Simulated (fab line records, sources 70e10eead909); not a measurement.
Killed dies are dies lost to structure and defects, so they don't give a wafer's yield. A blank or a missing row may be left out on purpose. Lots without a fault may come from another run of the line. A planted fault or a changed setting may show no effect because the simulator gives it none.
A struck lot beside a sound one | flow nand_harc | 14 steps out of a route of 1159
Sound: wafers L337.2, L337.5, L337.6. Struck: wafers L345.1, L345.3, L345.4. The cause comes at the end.
At each step with rows: each side's tool, then ch and its chambers, then its first start. Under that, the readings that differ: sound wafers | struck wafers | difference of the means | sigmas: that difference in standard deviations of wafers without a fault.
alike: readings whose means differ by less than 2 such deviations, and words and numbers that are the same on both sides. not compared: withheld readings, readings that some wafer has no value for, bounds like >300 that may hide the same value, and numbers for which the record gives no deviation and whose values overlap.
The two part at a step that has a row with sigmas, a row that says differs or no value, or rows on one side only. Numbers that don't overlap but have no deviation are shown without sigmas and don't part them. A reading that every wafer of one side lacks parts them only if that side has two wafers or more.

first, 2 steps without rows for these wafers: NHARC_A_SOURCE_PLATE_CVD_03 (deposits poly-Si, target thk 200 nm, time 4000 s); NHARC_A_SOURCE_PLATE_ANNEAL_05 (time 1800 s).
NHARC_A_SOURCE_PLATE_THK_MEAS_06: measures by ellipsometry.
  sound on film_metro-02, day 9 22:56; struck on film_metro-02, day 12 07:01
  alike: thk_nm
NHARC_A_SOURCE_PLATE_INSPECT_08:
  sound on defect_inspect-02, day 9 23:00; struck on defect_inspect-02, day 12 07:04
  alike: raw_defect_count
then, 1 step without rows for these wafers: NHARC_A_ONON_D1_DEP_00 (target thk 1000 nm).
NHARC_A_ONON_D1_THK_MEAS_02: measures by ellipsometry.
  sound on film_metro-01, day 9 23:34; struck on film_metro-01, day 12 07:38
  alike: thk_nm
then, 1 step without rows for these wafers: NHARC_A_ONON_D1_DEP_03 (target thk 1000 nm).
NHARC_A_ONON_D1_THK_MEAS_05: measures by ellipsometry.
  sound on film_metro-01, day 10 00:10; struck on film_metro-01, day 12 08:14
  alike: thk_nm
then, 1 step without rows for these wafers: NHARC_A_ONON_D1_DEP_06 (target thk 1000 nm).
NHARC_A_ONON_D1_THK_MEAS_08: measures by ellipsometry.
  sound on film_metro-02, day 10 00:44; struck on film_metro-02, day 12 08:48
  alike: thk_nm
NHARC_A_ONON_D1_DEP_09: target thk 1000 nm.
  sound on pecvd_onon-02 ch 0, day 10 00:51; struck on pecvd_onon-02 ch 0, day 12 08:52
  alike: nh3_flow_sccm
NHARC_A_ONON_D1_THK_MEAS_11: measures by ellipsometry.
  sound on film_metro-02, day 10 01:18; struck on film_metro-01, day 12 09:22
  reading     | sound       | struck         | difference | sigmas
  thk_nm (nm) | 996 995 998 | 1547 1548 1547 | +551       | +55
then, 1 step without rows for these wafers: NHARC_A_ONON_D1_DEP_12 (target thk 1000 nm).
-- the record jumps here: 12 days lie between the struck wafers' starts before and after (it left off in module A_ONON_D1 and takes up again in module END, whose first step shown is number 1159 of the route) --
NHARC_END_SORT_01:
  the record has rows for the struck wafers here (prober-02 ch 0, day 24 11:49) and none for the sound ones

WHERE THEY PART
First at NHARC_A_ONON_D1_THK_MEAS_11; last, within this record, at NHARC_END_SORT_01.

WHY: what the simulator had put in
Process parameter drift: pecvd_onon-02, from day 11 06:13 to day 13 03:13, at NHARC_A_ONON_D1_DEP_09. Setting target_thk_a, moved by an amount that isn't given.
